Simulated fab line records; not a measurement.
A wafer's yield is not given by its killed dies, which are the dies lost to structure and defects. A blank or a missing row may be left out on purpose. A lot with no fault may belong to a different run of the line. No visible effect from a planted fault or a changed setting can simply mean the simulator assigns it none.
Split-lot study | flow n5_finfet | on a route of 1938 steps: 7 lots, 21 wafers read

## ON THE SPLIT
At N5_SD_EPI_P_EPI_21 (deposits SiGe:B, time 355 s), the setting temp_c was moved away from the recipe's 550 C on 8 of the 21 wafers read, by -0.7% to +0.7%. All remaining wafers had this setting at the recipe value.

## FROM THE SPLIT TO THE READING: what the file shows between them, 3 steps
- N5_SD_EPI_P_EPI_MEAS_23
- N5_SD_EPI_P_HM_STRIP_48: strips SiNx in H3PO4, material SiNx, target depth 3 nm
- N5_SD_EPI_P_SRD_49: time 30 s

## THE READING
SiGe-B_of_SD_EPI_P_EPI_21.thk_nm (the simulator's own value, which no gauge read), in nm, at N5_SD_EPI_P_PRECLEAN_24 (cleans in O3/DIW, time 45 s). No usual value for it is given in the file. Across the 13 wafers here that went through the recipe, the average is 60.8 nm and the standard deviation 0.89 nm.

wafer  | tool, chamber at the split | temp_c as run, C | against the recipe | SiGe-B_of_SD_EPI_P_EPI_21.thk_nm, nm | against lot-mates on the recipe
L081.1 | epi_rpcvd-03, 0            | 550              | recipe             | 59.4                                 | -
L081.2 | epi_rpcvd-03, 0            | 551              | +0.2%              | 61.4                                 | +2.2
L081.3 | epi_rpcvd-03, 0            | 550              | recipe             | 59                                   | -
L083.2 | epi_rpcvd-04, 0            | 546.3            | -0.7%              | 56.8                                 | -4.2
L083.3 | epi_rpcvd-04, 0            | 546.3            | -0.7%              | 55.6                                 | -5.4
L083.4 | epi_rpcvd-04, 0            | 550              | recipe             | 61                                   | -
L087.1 | epi_rpcvd-04, 0            | 553.1            | +0.6%              | 66                                   | +4.3
L087.2 | epi_rpcvd-04, 0            | 550              | recipe             | 61.6                                 | -
L087.4 | epi_rpcvd-04, 0            | 550              | recipe             | 61.8                                 | -
L091.1 | epi_rpcvd-04, 0            | 550              | recipe             | 61.2                                 | -
L091.2 | epi_rpcvd-04, 0            | 550              | recipe             | 60.2                                 | -
L091.5 | epi_rpcvd-04, 0            | 550              | recipe             | 61.4                                 | -
L093.2 | epi_rpcvd-02, 0            | 547.1            | -0.5%              | 56                                   | -5.2
L093.3 | epi_rpcvd-02, 0            | 550              | recipe             | 61.2                                 | -
L093.4 | epi_rpcvd-02, 0            | 547.1            | -0.5%              | 57.6                                 | -3.6
L094.1 | epi_rpcvd-04, 0            | 550              | recipe             | 60.2                                 | -
L094.2 | epi_rpcvd-04, 0            | 553.9            | +0.7%              | 65.4                                 | +5.4
L094.4 | epi_rpcvd-04, 0            | 550              | recipe             | 59.8                                 | -
L096.1 | epi_rpcvd-04, 0            | 550              | recipe             | 61.2                                 | -
L096.2 | epi_rpcvd-04, 0            | 550              | recipe             | 61.8                                 | -
L096.3 | epi_rpcvd-04, 0            | 546.3            | -0.7%              | 57.4                                 | -4.1

FIT RESULTS
A straight line over all 21 wafers: SiGe-B_of_SD_EPI_P_EPI_21.thk_nm changes by +6.87 nm for each +1% of temp_c; r = +0.94; the points scatter about the line by 0.93 nm.
The same after taking each lot's own level away (the mean of its wafers on the recipe; 21 wafers): +7.45 nm for each +1%; r = +0.98; scatter 0.52 nm.
The reading moves by 5.3 nm for the largest change in temp_c, on that fit.
From 59.20 to 61.70 nm: that is the span of the lots' own levels, equal to 2.8 times the standard deviation above.
So the lot-to-lot level changes the slope little: the two slopes agree.
Check: with one of the wafers moved furthest among these (+0.7%) left out of the fit, the line predicts +5.34 nm for it against its lot-mates. It came out at +5.4 nm against them.

## THE OTHER SPLITS THESE WAFERS WENT THROUGH
Other splits were also applied to these wafers ahead of the reading. Each is held against what the fit with the lots' levels taken away leaves over:
other split on the same wafers | wafers away from the commonest value | r with SiGe-B_of_SD_EPI_P_EPI_21.thk_nm (lot level and that fit taken away)
N5_WELL_APT_COAT_02 spin_rpm   | 3                                    | +0.11
N5_WELL_APT_EXPOSE_05 dose_mj  | 6                                    | +0.17
N5_FIN_SAQP_ETCH_65 time_s     | 4                                    | +0.20
N5_FIN_SAQP_COAT_68 spin_rpm   | 4                                    | +0.31
N5_DUMMY_GATE_COAT_28 spin_rpm | 7                                    | -0.08
N5_DUMMY_GATE_DESCUM_20 time_s | 8                                    | -0.04
N5_SD_EPI_N_PEB_07 peb_time_s  | 6                                    | +0.22

## THE WHOLE CHAIN: every reading that the file lists as answering this split, in the file's order
step                    | what it does                | reading                                                                           | change (the file's fit)              | r (the file's)
N5_SD_EPI_P_EPI_21      | deposits SiGe:B, time 355 s | SiGe-B_of_SD_EPI_P_EPI_21.thk_nm (the simulator's own value, which no gauge read) | +7.41 nm for each +1% of the setting | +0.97
N5_SD_EPI_P_EPI_MEAS_23 |                             | thk_nm                                                                            | withheld for each +1% of the setting | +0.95
N5_SD_EPI_P_PRECLEAN_24 | cleans in O3/DIW, time 45 s | SiGe-B_of_SD_EPI_P_EPI_21.thk_nm (the simulator's own value, which no gauge read) | +7.35 nm for each +1% of the setting | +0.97

## THE FILE'S OWN FIT
SiGe-B_of_SD_EPI_P_EPI_21.thk_nm changes by +7.35 nm for each +1% of temp_c, r = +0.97.
